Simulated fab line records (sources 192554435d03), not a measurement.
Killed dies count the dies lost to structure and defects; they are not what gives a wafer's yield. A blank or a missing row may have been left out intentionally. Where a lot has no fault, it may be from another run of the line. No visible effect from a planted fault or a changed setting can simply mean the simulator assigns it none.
Chamber matching :: flow n5-finfet :: pecvd-02 running N5_FIN_SAQP_PECVD_48: 3 sister chambers
The step deposits SiNx from SiH4/NH3/N2, target thk 25 nm, time 22.1 s. 3 wafers are shown with their chamber, then 8 later ones without.

== EACH WAFER AND ITS CHAMBER ==
wafer: L080.4
chamber: 1
throttle-valve-pct (%): 42.1

wafer: L080.6
chamber: 2
throttle-valve-pct (%): 36.2

wafer: L089.1
chamber: 0
throttle-valve-pct (%): 39.0

== WAFERS WITH NO CHAMBER GIVEN ==
wafer: L089.2
throttle-valve-pct (%): 36.3

wafer: L089.6
throttle-valve-pct (%): 41.9

wafer: L091.1
throttle-valve-pct (%): 42.3

wafer: L091.4
throttle-valve-pct (%): 39.1

wafer: L091.5
throttle-valve-pct (%): 36.2

wafer: L095.3
throttle-valve-pct (%): 36.2

wafer: L095.5
throttle-valve-pct (%): 36.3

wafer: L095.6
throttle-valve-pct (%): 39.3

== CHAMBER TAKEN BY EACH ==
wafer: L089.2
from the rows above: 2
in truth: 2

wafer: L089.6
from the rows above: 1
in truth: 1

wafer: L091.1
from the rows above: 1
in truth: 1

wafer: L091.4
from the rows above: 0
in truth: 0

wafer: L091.5
from the rows above: 2
in truth: 2

wafer: L095.3
from the rows above: 2
in truth: 2

wafer: L095.5
from the rows above: 2
in truth: 2

wafer: L095.6
from the rows above: 0
in truth: 0
Correct placement for 8 of the 8. Can't be placed from these rows: 0. 0 placed wrongly.
How it was worked out, from the rows above alone: a wafer's distance from a chamber is the root of the sum, over the readings, of the square of ((its reading less the chamber's mean) divided by the reading's scatter). If the next closest chamber is less than 2 further off than the closest, the wafer can't be placed; otherwise it belongs to the closest. The mean given for a chamber averages the wafers shown for that chamber. The scatter: root of mean squared gap, hidden wafer to nearest shown wafer, with one shown wafer a chamber.
